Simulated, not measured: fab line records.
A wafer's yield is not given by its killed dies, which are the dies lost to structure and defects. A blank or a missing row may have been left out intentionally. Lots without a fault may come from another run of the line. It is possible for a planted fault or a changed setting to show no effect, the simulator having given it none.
What tool caused it? :: flow n5_finfet :: 23 lots with 69 wafers sampled at 5 steps, on a route of 1938 steps

== WHAT THE GAUGES SHOWED, per wafer ==
N5_BEOL_M9_CD_MEAS_28: target cd 70 nm. Usual: cd_nm at 69.91 nm, with a standard deviation of 0.28.
lot: L074
measured: day 9 16:11
on: cd_sem-01
cd_nm (nm): 69.95 69.76 69.98
flag: 

lot: L075
measured: day 10 03:05
on: cd_sem-03
cd_nm (nm): 69.69 70.03 70.27
flag: 

lot: L077
measured: day 10 09:35
on: cd_sem-01
cd_nm (nm): 69.99 69.92 69.80
flag: 

lot: L076
measured: day 11 04:28
on: cd_sem-02
cd_nm (nm): 69.45 69.77 69.97
flag: 

lot: L079
measured: day 11 20:46
on: cd_sem-02
cd_nm (nm): 69.43 69.77 69.75
flag: 

lot: L082
measured: day 12 09:40
on: cd_sem-02
cd_nm (nm): 70.25 69.84 69.91
flag: 

lot: L080
measured: day 12 09:49
on: cd_sem-02
cd_nm (nm): 70.26 70.04 70.16
flag: 

lot: L081
measured: day 12 12:56
on: cd_sem-03
cd_nm (nm): 69.88 70.03 70.50
flag: 

lot: L084
measured: day 12 23:32
on: cd_sem-03
cd_nm (nm): 69.82 69.81 70.13
flag: 

lot: L083
measured: day 12 23:42
on: cd_sem-02
cd_nm (nm): 70.15 69.94 70.09
flag: 

lot: L086
measured: day 13 03:49
on: cd_sem-03
cd_nm (nm): 70.23 70.26 69.87
flag: 

lot: L085
measured: day 13 04:26
on: cd_sem-03
cd_nm (nm): 70.25 70.09 70.28
flag: 

lot: L088
measured: day 13 12:20
on: cd_sem-02
cd_nm (nm): 69.49 69.69 70.42
flag: 

lot: L087
measured: day 13 17:39
on: cd_sem-01
cd_nm (nm): 69.47 69.78 70.22
flag: 

lot: L090
measured: day 13 21:28
on: cd_sem-02
cd_nm (nm): 69.45 69.19 69.30
flag: 

lot: L089
measured: day 14 05:53
on: cd_sem-03
cd_nm (nm): 70.10 69.63 69.71
flag: 

lot: L091
measured: day 14 15:28
on: cd_sem-03
cd_nm (nm): 70.19 69.76 69.60
flag: 

lot: L092
measured: day 14 17:59
on: cd_sem-01
cd_nm (nm): 69.79 69.80 69.88
flag: 

lot: L093
measured: day 15 03:27
on: cd_sem-03
cd_nm (nm): 69.86 69.69 69.84
flag: 

lot: L094
measured: day 15 07:40
on: cd_sem-02
cd_nm (nm): 70.14 70.48 70.37
flag: 

lot: L095
measured: day 15 19:04
on: cd_sem-01
cd_nm (nm): 70.05 69.76 70.23
flag: 

lot: L096
measured: day 16 01:37
on: cd_sem-01
cd_nm (nm): 69.71 69.69 70.11
flag: 

lot: L097
measured: day 16 04:50
on: cd_sem-01
cd_nm (nm): 70.28 69.85 70.05
flag: 

N5_BEOL_M10_CD_MEAS_18: pitch 140 nm, target cd 70 nm. Usual: cd_nm at 70.3 nm, with a standard deviation of 0.79.
lot: L074
measured: day 9 22:03
on: cd_sem-03
cd_nm (nm): 70.9 71.4 71.0
flag: 

lot: L075
measured: day 10 11:37
on: cd_sem-03
cd_nm (nm): 71.6 70.0 69.3
flag: 

lot: L077
measured: day 10 16:13
on: cd_sem-02
cd_nm (nm): 70.0 70.4 70.1
flag: 

lot: L076
measured: day 11 09:56
on: cd_sem-03
cd_nm (nm): 70.9 71.0 70.4
flag: 

lot: L079
measured: day 12 02:43
on: cd_sem-02
cd_nm (nm): 69.5 69.0 69.9
flag: 

lot: L082
measured: day 12 18:14
on: cd_sem-02
cd_nm (nm): 71.1 70.3 70.3
flag: 

lot: L080
measured: day 12 17:56
on: cd_sem-01
cd_nm (nm): 71.3 70.4 69.5
flag: 

lot: L081
measured: day 12 18:27
on: cd_sem-03
cd_nm (nm): 69.9 68.3 68.5
flag: 

lot: L084
measured: day 13 05:23
on: cd_sem-01
cd_nm (nm): 70.4 71.4 69.5
flag: 

lot: L083
measured: day 13 06:52
on: cd_sem-01
cd_nm (nm): 70.4 70.5 70.2
flag: 

lot: L086
measured: day 13 10:00
on: cd_sem-01
cd_nm (nm): 70.2 70.4 71.5
flag: 

lot: L085
measured: day 13 10:16
on: cd_sem-03
cd_nm (nm): 70.6 70.8 70.7
flag: 

lot: L088
measured: day 13 18:52
on: cd_sem-03
cd_nm (nm): 70.2 70.7 71.6
flag: 

lot: L087
measured: day 13 22:53
on: cd_sem-03
cd_nm (nm): 70.1 69.5 70.5
flag: 

lot: L090
measured: day 14 05:17
on: cd_sem-03
cd_nm (nm): 70.6 70.0 69.7
flag: 

lot: L089
measured: day 14 13:14
on: cd_sem-02
cd_nm (nm): 70.9 70.0 69.8
flag: 

lot: L091
measured: day 14 22:08
on: cd_sem-03
cd_nm (nm): 71.5 70.4 71.4
flag: 

lot: L092
measured: day 15 03:46
on: cd_sem-02
cd_nm (nm): 70.7 70.9 70.6
flag: 

lot: L093
measured: day 15 09:39
on: cd_sem-02
cd_nm (nm): 69.1 70.2 69.2
flag: 

lot: L094
measured: day 15 14:34
on: cd_sem-01
cd_nm (nm): 70.4 69.6 70.8
flag: 

lot: L095
measured: day 16 03:21
on: cd_sem-01
cd_nm (nm): 70.1 70.1 68.9
flag: 

lot: L096
measured: day 16 07:14
on: cd_sem-02
cd_nm (nm): 70.0 70.2 69.8
flag: 

lot: L097
measured: day 16 10:20
on: cd_sem-02
cd_nm (nm): 70.0 70.0 69.2
flag: 

N5_BEOL_M10_OVL_MEAS_29. Usual: V9_OVL gives 0.4 nm (standard deviation 0.61).
lot: L074
measured: day 9 22:50
on: overlay-02
V9_OVL (nm): 0.3 0.7 1.0
flag: 

lot: L075
measured: day 10 14:01
on: overlay-02
V9_OVL (nm): 0.8 0.6 1.4
flag: 

lot: L077
measured: day 10 17:32
on: overlay-02
V9_OVL (nm): 1.2 0.9 1.0
flag: 

lot: L076
measured: day 11 12:03
on: overlay-01
V9_OVL (nm): 0.1 -0.5 -0.6
flag: 

lot: L079
measured: day 12 04:23
on: overlay-01
V9_OVL (nm): 1.1 1.0 0.9
flag: 

lot: L082
measured: day 12 21:22
on: overlay-01
V9_OVL (nm): -0.3 0.6 0.6
flag: 

lot: L080
measured: day 12 21:02
on: overlay-01
V9_OVL (nm): 0.7 1.0 0.6
flag: 

lot: L081
measured: day 12 21:12
on: overlay-01
V9_OVL (nm): 0.7 1.1 0.3
flag: 

lot: L084
measured: day 13 05:43
on: overlay-02
V9_OVL (nm): 0.3 0.6 0.9
flag: 

lot: L083
measured: day 13 07:58
on: overlay-02
V9_OVL (nm): 1.2 -0.2 -0.6
flag: 

lot: L086
measured: day 13 12:24
on: overlay-01
V9_OVL (nm): 0.0 0.1 0.0
flag: 

lot: L085
measured: day 13 12:14
on: overlay-02
V9_OVL (nm): 0.3 0.0 0.7
flag: 

lot: L088
measured: day 13 21:16
on: overlay-02
V9_OVL (nm): -0.4 -0.5 0.1
flag: 

lot: L087
measured: day 13 23:19
on: overlay-02
V9_OVL (nm): 0.4 1.5 0.8
flag: 

lot: L090
measured: day 14 05:55
on: overlay-02
V9_OVL (nm): 0.6 1.1 1.2
flag: 

lot: L089
measured: day 14 15:49
on: overlay-01
V9_OVL (nm): 0.4 0.0 0.2
flag: 

lot: L091
measured: day 15 01:35
on: overlay-02
V9_OVL (nm): -0.1 0.4 -0.2
flag: 

lot: L092
measured: day 15 04:16
on: overlay-01
V9_OVL (nm): 0.2 -0.1 0.3
flag: 

lot: L093
measured: day 15 10:07
on: overlay-02
V9_OVL (nm): -0.4 0.5 -0.4
flag: 

lot: L094
measured: day 15 14:53
on: overlay-01
V9_OVL (nm): -0.8 0.4 -0.1
flag: 

lot: L095
measured: day 16 03:51
on: overlay-02
V9_OVL (nm): -0.3 0.0 -0.4
flag: 

lot: L096
measured: day 16 08:20
on: overlay-01
V9_OVL (nm): 0.9 0.8 -0.3
flag: 

lot: L097
measured: day 16 11:18
on: overlay-02
V9_OVL (nm): 1.4 1.0 0.8
flag: 

== TOOL THAT RAN EACH LOT (tool first, then ch and the chambers of the sampled wafers, then the start) ==
lot: L074
N5_BEOL_M9_ETCH_76: rie_diel-02 ch 0,1,3, day 9 16:20
N5_BEOL_M10_ETCH_61: rie_diel-06 ch 0,1,2, day 9 21:38

lot: L075
N5_BEOL_M9_ETCH_76: rie_diel-03 ch 1,2, day 10 03:21
N5_BEOL_M10_ETCH_61: rie_diel-06 ch 1,3, day 10 11:11

lot: L077
N5_BEOL_M9_ETCH_76: rie_diel-02 ch 0,3, day 10 09:45
N5_BEOL_M10_ETCH_61: rie_diel-04 ch 1,2,3, day 10 15:47

lot: L076
N5_BEOL_M9_ETCH_76: rie_diel-03 ch 2,3, day 11 04:37
N5_BEOL_M10_ETCH_61: rie_diel-04 ch 0,1, day 11 09:28

lot: L079
N5_BEOL_M9_ETCH_76: rie_diel-02 ch 1,2,3, day 11 20:55
N5_BEOL_M10_ETCH_61: rie_diel-04 ch 0,1,3, day 12 02:18

lot: L082
N5_BEOL_M9_ETCH_76: rie_diel-03 ch 0,1,2, day 12 09:49
N5_BEOL_M10_ETCH_61: rie_diel-04 ch 0,1,3, day 12 17:49

lot: L080
N5_BEOL_M9_ETCH_76: rie_diel-03 ch 1,2,3, day 12 10:14
N5_BEOL_M10_ETCH_61: rie_diel-06 ch 0,2,3, day 12 17:26

lot: L081
N5_BEOL_M9_ETCH_76: rie_diel-02 ch 2,3, day 12 13:05
N5_BEOL_M10_ETCH_61: rie_diel-06 ch 0,1,3, day 12 17:55

lot: L084
N5_BEOL_M9_ETCH_76: rie_diel-03 ch 2,3, day 12 23:41
N5_BEOL_M10_ETCH_61: rie_diel-06 ch 1,2,3, day 13 04:58

lot: L083
N5_BEOL_M9_ETCH_76: rie_diel-02 ch 0,1,2, day 12 23:52
N5_BEOL_M10_ETCH_61: rie_diel-06 ch 1,2, day 13 06:23

lot: L086
N5_BEOL_M9_ETCH_76: rie_diel-05 ch 0,2, day 13 04:05
N5_BEOL_M10_ETCH_61: rie_diel-06 ch 0,1,3, day 13 09:25

lot: L085
N5_BEOL_M9_ETCH_76: rie_diel-03 ch 0,3, day 13 04:37
N5_BEOL_M10_ETCH_61: rie_diel-06 ch 1,2, day 13 09:43

lot: L088
N5_BEOL_M9_ETCH_76: rie_diel-05 ch 0,1,3, day 13 12:29
N5_BEOL_M10_ETCH_61: rie_diel-01 ch 0,2, day 13 18:27

lot: L087
N5_BEOL_M9_ETCH_76: rie_diel-05 ch 0,2,3, day 13 17:48
N5_BEOL_M10_ETCH_61: rie_diel-04 ch 0,1,2, day 13 22:28

lot: L090
N5_BEOL_M9_ETCH_76: rie_diel-02 ch 0,1,2, day 13 21:54
N5_BEOL_M10_ETCH_61: rie_diel-06 ch 1,3, day 14 04:46

lot: L089
N5_BEOL_M9_ETCH_76: rie_diel-02 ch 0,1, day 14 06:02
N5_BEOL_M10_ETCH_61: rie_diel-01 ch 0,2, day 14 12:49

lot: L091
N5_BEOL_M9_ETCH_76: rie_diel-02 ch 0,2, day 14 16:17
N5_BEOL_M10_ETCH_61: rie_diel-06 ch 1,2, day 14 21:37

lot: L092
N5_BEOL_M9_ETCH_76: rie_diel-05 ch 0,2, day 14 18:13
N5_BEOL_M10_ETCH_61: rie_diel-06 ch 0,2,3, day 15 03:20

lot: L093
N5_BEOL_M9_ETCH_76: rie_diel-03 ch 1,2,3, day 15 03:37
N5_BEOL_M10_ETCH_61: rie_diel-04 ch 1,2,3, day 15 09:13

lot: L094
N5_BEOL_M9_ETCH_76: rie_diel-02 ch 2,3, day 15 07:49
N5_BEOL_M10_ETCH_61: rie_diel-06 ch 1,2, day 15 14:09

lot: L095
N5_BEOL_M9_ETCH_76: rie_diel-05 ch 0,1,3, day 15 19:13
N5_BEOL_M10_ETCH_61: rie_diel-01 ch 0,1,2, day 16 02:51

lot: L096
N5_BEOL_M9_ETCH_76: rie_diel-03 ch 0,2,3, day 16 01:46
N5_BEOL_M10_ETCH_61: rie_diel-06 ch 0,3, day 16 06:43

lot: L097
N5_BEOL_M9_ETCH_76: rie_diel-02 ch 0,2,3, day 16 04:59
N5_BEOL_M10_ETCH_61: rie_diel-01 ch 0,1,2, day 16 09:55
- N5_BEOL_M9_ETCH_76: etches underlayer in N2/H2, target depth 6.5 nm, time 5.2 s.
- N5_BEOL_M10_ETCH_61: etches SiARC in CF4, target depth 39 nm, time 65 s.

== AS READ BY THE TOOLS THEMSELVES (means over the sampled wafers that have a number; for cases with no such wafer, the mark the record gives instead) ==
N5_BEOL_M9_ETCH_76. Usual: drypump_motor_current_A 5.8 A, standard deviation 0.53; etch_rf_on_time_s 5.23 s, standard deviation 0.16; oes_product_au 0.68 a.u., standard deviation 0.086; rf_vpp_V 524.9 V, standard deviation 2.4; showerhead_plenum_p_Torr 2.58 Torr, standard deviation 0.07; throttle_valve_pct 17.81 %, standard deviation 0.25.
lot: L074
tool: rie_diel-02
drypump_motor_current_A (A): 5.9
etch_rf_on_time_s (s): 5.33
oes_product_au (a.u.): 0.61
rf_vpp_V (V): 525.3
showerhead_plenum_p_Torr (Torr): 2.61
throttle_valve_pct (%): 17.79
flag: 

lot: L075
tool: rie_diel-03
drypump_motor_current_A (A): 5.5
etch_rf_on_time_s (s): 4.99
oes_product_au (a.u.): 0.69
rf_vpp_V (V): 524.8
showerhead_plenum_p_Torr (Torr): 2.54
throttle_valve_pct (%): 18.04
flag: 

lot: L077
tool: rie_diel-02
drypump_motor_current_A (A): 5.6
etch_rf_on_time_s (s): 5.36
oes_product_au (a.u.): 0.59
rf_vpp_V (V): 525.3
showerhead_plenum_p_Torr (Torr): 2.61
throttle_valve_pct (%): 17.83
flag: 

lot: L076
tool: rie_diel-03
drypump_motor_current_A (A): 5.6
etch_rf_on_time_s (s): 5.16
oes_product_au (a.u.): 0.74
rf_vpp_V (V): 525.6
showerhead_plenum_p_Torr (Torr): 2.61
throttle_valve_pct (%): 17.93
flag: 

lot: L079
tool: rie_diel-02
drypump_motor_current_A (A): 6.2
etch_rf_on_time_s (s): 5.31
oes_product_au (a.u.): 0.68
rf_vpp_V (V): 527.0
showerhead_plenum_p_Torr (Torr): 2.64
throttle_valve_pct (%): 17.68
flag: 

lot: L082
tool: rie_diel-03
drypump_motor_current_A (A): 5.8
etch_rf_on_time_s (s): 4.98
oes_product_au (a.u.): 0.72
rf_vpp_V (V): 523.9
showerhead_plenum_p_Torr (Torr): 2.53
throttle_valve_pct (%): 18.00
flag: 

lot: L080
tool: rie_diel-03
drypump_motor_current_A (A): 5.4
etch_rf_on_time_s (s): 5.07
oes_product_au (a.u.): 0.67
rf_vpp_V (V): 525.4
showerhead_plenum_p_Torr (Torr): 2.58
throttle_valve_pct (%): 18.02
flag: 

lot: L081
tool: rie_diel-02
drypump_motor_current_A (A): 6.2
etch_rf_on_time_s (s): 5.39
oes_product_au (a.u.): 0.63
rf_vpp_V (V): 526.4
showerhead_plenum_p_Torr (Torr): 2.65
throttle_valve_pct (%): 17.80
flag: 

lot: L084
tool: rie_diel-03
drypump_motor_current_A (A): 5.6
etch_rf_on_time_s (s): 5.20
oes_product_au (a.u.): 0.72
rf_vpp_V (V): 525.5
showerhead_plenum_p_Torr (Torr): 2.61
throttle_valve_pct (%): 17.94
flag: 

lot: L083
tool: rie_diel-02
drypump_motor_current_A (A): 5.8
etch_rf_on_time_s (s): 5.25
oes_product_au (a.u.): 0.75
rf_vpp_V (V): 526.4
showerhead_plenum_p_Torr (Torr): 2.62
throttle_valve_pct (%): 17.51
flag: 

lot: L086
tool: rie_diel-05
drypump_motor_current_A (A): 6.6
etch_rf_on_time_s (s): 5.42
oes_product_au (a.u.): 0.61
rf_vpp_V (V): 522.0
showerhead_plenum_p_Torr (Torr): 2.46
throttle_valve_pct (%): 17.77
flag: 

lot: L085
tool: rie_diel-03
drypump_motor_current_A (A): 5.2
etch_rf_on_time_s (s): 5.10
oes_product_au (a.u.): 0.66
rf_vpp_V (V): 525.2
showerhead_plenum_p_Torr (Torr): 2.58
throttle_valve_pct (%): 17.97
flag: 

lot: L088
tool: rie_diel-05
drypump_motor_current_A (A): 6.0
etch_rf_on_time_s (s): 5.31
oes_product_au (a.u.): 0.66
rf_vpp_V (V): 523.8
showerhead_plenum_p_Torr (Torr): 2.55
throttle_valve_pct (%): 17.87
flag: 

lot: L087
tool: rie_diel-05
drypump_motor_current_A (A): 6.4
etch_rf_on_time_s (s): 5.37
oes_product_au (a.u.): 0.60
rf_vpp_V (V): 523.6
showerhead_plenum_p_Torr (Torr): 2.53
throttle_valve_pct (%): 17.95
flag: 

lot: L090
tool: rie_diel-02
drypump_motor_current_A (A): 5.8
etch_rf_on_time_s (s): 5.26
oes_product_au (a.u.): 0.73
rf_vpp_V (V): 524.6
showerhead_plenum_p_Torr (Torr): 2.62
throttle_valve_pct (%): 17.52
flag: 

lot: L089
tool: rie_diel-02
drypump_motor_current_A (A): 5.9
etch_rf_on_time_s (s): 5.27
oes_product_au (a.u.): 0.70
rf_vpp_V (V): 525.7
showerhead_plenum_p_Torr (Torr): 2.58
throttle_valve_pct (%): 17.63
flag: 

lot: L091
tool: rie_diel-02
drypump_motor_current_A (A): 5.4
etch_rf_on_time_s (s): 5.34
oes_product_au (a.u.): 0.76
rf_vpp_V (V): 526.9
showerhead_plenum_p_Torr (Torr): 2.62
throttle_valve_pct (%): 17.45
flag: 

lot: L092
tool: rie_diel-05
drypump_motor_current_A (A): 6.6
etch_rf_on_time_s (s): 5.33
oes_product_au (a.u.): 0.61
rf_vpp_V (V): 522.3
showerhead_plenum_p_Torr (Torr): 2.48
throttle_valve_pct (%): 17.84
flag: 

lot: L093
tool: rie_diel-03
drypump_motor_current_A (A): 5.4
etch_rf_on_time_s (s): 5.12
oes_product_au (a.u.): 0.65
rf_vpp_V (V): 524.2
showerhead_plenum_p_Torr (Torr): 2.57
throttle_valve_pct (%): 18.05
flag: 

lot: L094
tool: rie_diel-02
drypump_motor_current_A (A): 6.2
etch_rf_on_time_s (s): 5.26
oes_product_au (a.u.): 0.79
rf_vpp_V (V): 526.8
showerhead_plenum_p_Torr (Torr): 2.65
throttle_valve_pct (%): 17.49
flag: 

lot: L095
tool: rie_diel-05
drypump_motor_current_A (A): 5.9
etch_rf_on_time_s (s): 5.30
oes_product_au (a.u.): 0.64
rf_vpp_V (V): 523.3
showerhead_plenum_p_Torr (Torr): 2.54
throttle_valve_pct (%): 17.90
flag: 

lot: L096
tool: rie_diel-03
drypump_motor_current_A (A): 5.6
etch_rf_on_time_s (s): 5.24
oes_product_au (a.u.): 0.69
rf_vpp_V (V): 522.5
showerhead_plenum_p_Torr (Torr): 2.56
throttle_valve_pct (%): 17.97
flag: 

lot: L097
tool: rie_diel-02
drypump_motor_current_A (A): 5.8
etch_rf_on_time_s (s): 5.19
oes_product_au (a.u.): 0.77
rf_vpp_V (V): 526.6
showerhead_plenum_p_Torr (Torr): 2.63
throttle_valve_pct (%): 17.47
flag: 

N5_BEOL_M10_ETCH_61. Usual: drypump_motor_current_A 5.6 A (standard deviation 0.46); etch_rf_on_time_s 63.9 s (standard deviation 2.3); mfc_ar_sccm 100.0 sccm (standard deviation 0.32); oes_product_au 0.70 a.u. (standard deviation 0.063); rf_vpp_V 184.2 V (standard deviation 1.1); showerhead_plenum_p_Torr 2.15 Torr (standard deviation 0.065); throttle_valve_pct 15.52 % (standard deviation 0.12).
lot: L074
tool: rie_diel-06
drypump_motor_current_A (A): 5.8
etch_rf_on_time_s (s): 62.5
mfc_ar_sccm (sccm): 100.0
oes_product_au (a.u.): 0.70
rf_vpp_V (V): 184.9
showerhead_plenum_p_Torr (Torr): 2.21
throttle_valve_pct (%): 15.47
flag: 

lot: L075
tool: rie_diel-06
drypump_motor_current_A (A): 5.5
etch_rf_on_time_s (s): 65.1
mfc_ar_sccm (sccm): 100.1
oes_product_au (a.u.): 0.73
rf_vpp_V (V): 184.3
showerhead_plenum_p_Torr (Torr): 2.14
throttle_valve_pct (%): 15.55
flag: 

lot: L077
tool: rie_diel-04
drypump_motor_current_A (A): 5.6
etch_rf_on_time_s (s): 65.9
mfc_ar_sccm (sccm): 99.9
oes_product_au (a.u.): 0.69
rf_vpp_V (V): 184.3
showerhead_plenum_p_Torr (Torr): 2.13
throttle_valve_pct (%): 15.52
flag: 

lot: L076
tool: rie_diel-04
drypump_motor_current_A (A): 5.9
etch_rf_on_time_s (s): 63.3
mfc_ar_sccm (sccm): 99.5
oes_product_au (a.u.): 0.74
rf_vpp_V (V): 184.4
showerhead_plenum_p_Torr (Torr): 2.15
throttle_valve_pct (%): 15.45
flag: 

lot: L079
tool: rie_diel-04
drypump_motor_current_A (A): 5.7
etch_rf_on_time_s (s): 64.1
mfc_ar_sccm (sccm): 100.0
oes_product_au (a.u.): 0.70
rf_vpp_V (V): 183.2
showerhead_plenum_p_Torr (Torr): 2.10
throttle_valve_pct (%): 15.53
flag: 

lot: L082
tool: rie_diel-04
drypump_motor_current_A (A): 5.7
etch_rf_on_time_s (s): 64.8
mfc_ar_sccm (sccm): 100.1
oes_product_au (a.u.): 0.69
rf_vpp_V (V): 184.2
showerhead_plenum_p_Torr (Torr): 2.10
throttle_valve_pct (%): 15.55
flag: 

lot: L080
tool: rie_diel-06
drypump_motor_current_A (A): 5.3
etch_rf_on_time_s (s): 64.7
mfc_ar_sccm (sccm): 100.1
oes_product_au (a.u.): 0.67
rf_vpp_V (V): 184.3
showerhead_plenum_p_Torr (Torr): 2.15
throttle_valve_pct (%): 15.60
flag: 

lot: L081
tool: rie_diel-06
drypump_motor_current_A (A): 5.5
etch_rf_on_time_s (s): 64.5
mfc_ar_sccm (sccm): 100.0
oes_product_au (a.u.): 0.67
rf_vpp_V (V): 184.9
showerhead_plenum_p_Torr (Torr): 2.17
throttle_valve_pct (%): 15.55
flag: 

lot: L084
tool: rie_diel-06
drypump_motor_current_A (A): 5.7
etch_rf_on_time_s (s): 62.5
mfc_ar_sccm (sccm): 99.9
oes_product_au (a.u.): 0.72
rf_vpp_V (V): 185.7
showerhead_plenum_p_Torr (Torr): 2.16
throttle_valve_pct (%): 15.55
flag: 

lot: L083
tool: rie_diel-06
drypump_motor_current_A (A): 6.1
etch_rf_on_time_s (s): 60.6
mfc_ar_sccm (sccm): 100.1
oes_product_au (a.u.): 0.73
rf_vpp_V (V): 185.3
showerhead_plenum_p_Torr (Torr): 2.21
throttle_valve_pct (%): 15.49
flag: 

lot: L086
tool: rie_diel-06
drypump_motor_current_A (A): 5.5
etch_rf_on_time_s (s): 65.3
mfc_ar_sccm (sccm): 100.1
oes_product_au (a.u.): 0.67
rf_vpp_V (V): 184.2
showerhead_plenum_p_Torr (Torr): 2.17
throttle_valve_pct (%): 15.57
flag: 

lot: L085
tool: rie_diel-06
drypump_motor_current_A (A): 6.2
etch_rf_on_time_s (s): 61.7
mfc_ar_sccm (sccm): 100.2
oes_product_au (a.u.): 0.72
rf_vpp_V (V): 185.0
showerhead_plenum_p_Torr (Torr): 2.21
throttle_valve_pct (%): 15.49
flag: 

lot: L088
tool: rie_diel-01
drypump_motor_current_A (A): 5.3
etch_rf_on_time_s (s): 65.2
mfc_ar_sccm (sccm): 100.0
oes_product_au (a.u.): 0.67
rf_vpp_V (V): 184.5
showerhead_plenum_p_Torr (Torr): 2.17
throttle_valve_pct (%): 15.54
flag: 

lot: L087
tool: rie_diel-04
drypump_motor_current_A (A): 5.9
etch_rf_on_time_s (s): 65.0
mfc_ar_sccm (sccm): 99.9
oes_product_au (a.u.): 0.66
rf_vpp_V (V): 183.9
showerhead_plenum_p_Torr (Torr): 2.12
throttle_valve_pct (%): 15.51
flag: 

lot: L090
tool: rie_diel-06
drypump_motor_current_A (A): 5.5
etch_rf_on_time_s (s): 65.7
mfc_ar_sccm (sccm): 99.7
oes_product_au (a.u.): 0.69
rf_vpp_V (V): 184.1
showerhead_plenum_p_Torr (Torr): 2.13
throttle_valve_pct (%): 15.61
flag: 

lot: L089
tool: rie_diel-01
drypump_motor_current_A (A): 5.5
etch_rf_on_time_s (s): 65.0
mfc_ar_sccm (sccm): 99.6
oes_product_au (a.u.): 0.67
rf_vpp_V (V): 184.2
showerhead_plenum_p_Torr (Torr): 2.12
throttle_valve_pct (%): 15.52
flag: 

lot: L091
tool: rie_diel-06
drypump_motor_current_A (A): 6.0
etch_rf_on_time_s (s): 61.0
mfc_ar_sccm (sccm): 99.9
oes_product_au (a.u.): 0.70
rf_vpp_V (V): 183.8
showerhead_plenum_p_Torr (Torr): 2.19
throttle_valve_pct (%): 15.56
flag: 

lot: L092
tool: rie_diel-06
drypump_motor_current_A (A): 5.4
etch_rf_on_time_s (s): 62.9
mfc_ar_sccm (sccm): 100.2
oes_product_au (a.u.): 0.75
rf_vpp_V (V): 184.1
showerhead_plenum_p_Torr (Torr): 2.15
throttle_valve_pct (%): 15.47
flag: 

lot: L093
tool: rie_diel-04
drypump_motor_current_A (A): 5.6
etch_rf_on_time_s (s): 65.6
mfc_ar_sccm (sccm): 100.2
oes_product_au (a.u.): 0.65
rf_vpp_V (V): 183.6
showerhead_plenum_p_Torr (Torr): 2.11
throttle_valve_pct (%): 15.60
flag: 

lot: L094
tool: rie_diel-06
drypump_motor_current_A (A): 6.0
etch_rf_on_time_s (s): 61.6
mfc_ar_sccm (sccm): 100.0
oes_product_au (a.u.): 0.70
rf_vpp_V (V): 184.5
showerhead_plenum_p_Torr (Torr): 2.18
throttle_valve_pct (%): 15.57
flag: 

lot: L095
tool: rie_diel-01
drypump_motor_current_A (A): 5.4
etch_rf_on_time_s (s): 64.3
mfc_ar_sccm (sccm): 100.1
oes_product_au (a.u.): 0.69
rf_vpp_V (V): 184.6
showerhead_plenum_p_Torr (Torr): 2.12
throttle_valve_pct (%): 15.55
flag: 

lot: L096
tool: rie_diel-06
drypump_motor_current_A (A): 5.1
etch_rf_on_time_s (s): 64.5
mfc_ar_sccm (sccm): 100.1
oes_product_au (a.u.): 0.72
rf_vpp_V (V): 183.5
showerhead_plenum_p_Torr (Torr): 2.11
throttle_valve_pct (%): 15.52
flag: 

lot: L097
tool: rie_diel-01
drypump_motor_current_A (A): 5.3
etch_rf_on_time_s (s): 64.0
mfc_ar_sccm (sccm): 99.9
oes_product_au (a.u.): 0.68
rf_vpp_V (V): 184.2
showerhead_plenum_p_Torr (Torr): 2.12
throttle_valve_pct (%): 15.55
flag: 

== THE ANSWER, worked out from the rows above alone ==
Rule: a lot counts as off when the mean over its wafers that have a number is more than 3 standard deviations away from the usual mean. Also off: a lot with no number at a reading for which 4 or more lots have one. Any other lot the step has rows for is counted as sound. The gauges are gone through in route order, then the tools' own readings, and for those a lot's mean is taken as printed above. At the first step where some lot is off, the reading lying furthest off is the one used; lots without a number count as furthest.
Nothing can be told from this: no lot is off at any reading shown.

== WHAT HAD BEEN PUT IN BY THE SIMULATOR ==
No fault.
